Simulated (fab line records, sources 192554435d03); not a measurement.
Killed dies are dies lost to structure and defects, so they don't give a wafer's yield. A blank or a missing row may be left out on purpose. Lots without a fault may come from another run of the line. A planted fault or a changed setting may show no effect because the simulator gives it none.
Chamber matching | flow n5_finfet | N5_BEOL_M15_ETCH_57 on rie_diel-04: 4 sister chambers
The step etches SOC in N2/H2, time 750 s. 8 wafers are shown with their chamber, then 12 later ones without.

WAFERS WITH THEIR CHAMBER
wafer  | chamber | throttle_valve_pct (%) | drypump_motor_current_A (A)
L079.6 | 0       | 17.63                  | 5.9
L082.3 | 0       | 17.65                  | 5.9
L082.4 | 1       | 17.56                  | 5.2
L087.1 | 1       | 17.60                  | 5.3
L089.6 | 2       | 17.56                  | 6.3
L091.4 | 3       | 18.16                  | 6.4
L091.5 | 2       | 17.56                  | 6.2
L091.6 | 3       | 18.15                  | 6.4

WAFERS WITHOUT THEIR CHAMBER
wafer  | throttle_valve_pct (%) | drypump_motor_current_A (A)
L095.2 | 18.17                  | 6.4
L095.3 | 17.68                  | 5.9
L095.6 | 18.18                  | 6.4
L094.2 | 17.71                  | 5.9
L094.4 | 17.59                  | 6.3
L094.5 | 18.18                  | 6.5
L096.3 | 18.17                  | 6.5
L096.4 | 17.59                  | 6.2
L096.6 | 17.61                  | 6.2
L097.3 | 17.71                  | 5.9
L097.4 | 17.63                  | 5.3
L097.5 | 17.59                  | 6.2

WHICH CHAMBER EACH WENT THROUGH
wafer  | from the rows above | in truth
L095.2 | 3                   | 3
L095.3 | 0                   | 0
L095.6 | 3                   | 3
L094.2 | 0                   | 0
L094.4 | 2                   | 2
L094.5 | 3                   | 3
L096.3 | 3                   | 3
L096.4 | 2                   | 2
L096.6 | 2                   | 2
L097.3 | 0                   | 0
L097.4 | 1                   | 1
L097.5 | 2                   | 2
Placed correctly: 12 of 12. Can't be placed from these rows: 0. Placed wrongly: 0.
How it was worked out, from the rows above alone: a wafer's distance from a chamber is the root of the sum, over the readings, of the square of ((its reading less the chamber's mean) divided by the reading's scatter). The wafer belongs to the nearest chamber; if the next one is less than 2 further off, it can't be placed. A chamber's mean is the mean of its shown wafers. The scatter: the root of (the sum of the squares of (reading less its chamber's mean) over the shown wafers, divided by (wafers less chambers)).
